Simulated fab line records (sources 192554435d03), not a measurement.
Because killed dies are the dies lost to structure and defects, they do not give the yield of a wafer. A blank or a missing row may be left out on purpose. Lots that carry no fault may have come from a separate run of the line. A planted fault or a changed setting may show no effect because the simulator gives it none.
Matching of chambers | flow n5 finfet | N5_BEOL_M0_SAQP_STRIP_75 on rie diel-03: 4 sister chambers
The step strips in CF4. 4 wafers are shown with their chamber, then 10 later ones without.

WAFERS, EACH WITH ITS CHAMBER
wafer  | chamber | throttle valve pct (%)
L075.6 | 3       | 13.78
L084.2 | 1       | 13.33
L084.4 | 0       | 13.18
L086.5 | 2       | 13.48

WAFERS WITHOUT THEIR CHAMBER
wafer  | throttle valve pct (%)
L086.6 | 13.81
L087.2 | 13.48
L087.4 | 13.35
L087.5 | 13.19
L095.2 | 13.22
L095.3 | 13.84
L095.6 | 13.37
L097.1 | 13.24
L097.3 | 13.37
L097.6 | 13.23

EACH ONE'S CHAMBER
wafer  | from the rows above     | in truth
L086.6 | 3                       | 3
L087.2 | 2                       | 2
L087.4 | 1                       | 1
L087.5 | 0                       | 0
L095.2 | can't be placed: 0 or 1 | 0
L095.3 | 3                       | 3
L095.6 | can't be placed: 1 or 2 | 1
L097.1 | can't be placed: 0 or 1 | 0
L097.3 | can't be placed: 1 or 2 | 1
L097.6 | can't be placed: 0 or 1 | 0
5 of 10 placed correctly. Not placeable from these rows: 5 (in 5, the candidates include the true chamber). Wrongly placed: 0.
How it was worked out, from the rows above alone: a wafer's distance from a chamber is the root of the sum, over the readings, of the square of ((its reading less the chamber's mean) divided by the reading's scatter). If the next closest chamber is less than 2 further off than the closest, the wafer can't be placed; otherwise it belongs to the closest. For every chamber, the mean is computed from those of its wafers that are shown. The scatter: with one shown wafer a chamber, the root of the mean of the squares of how far each hidden wafer lies from its nearest shown one.
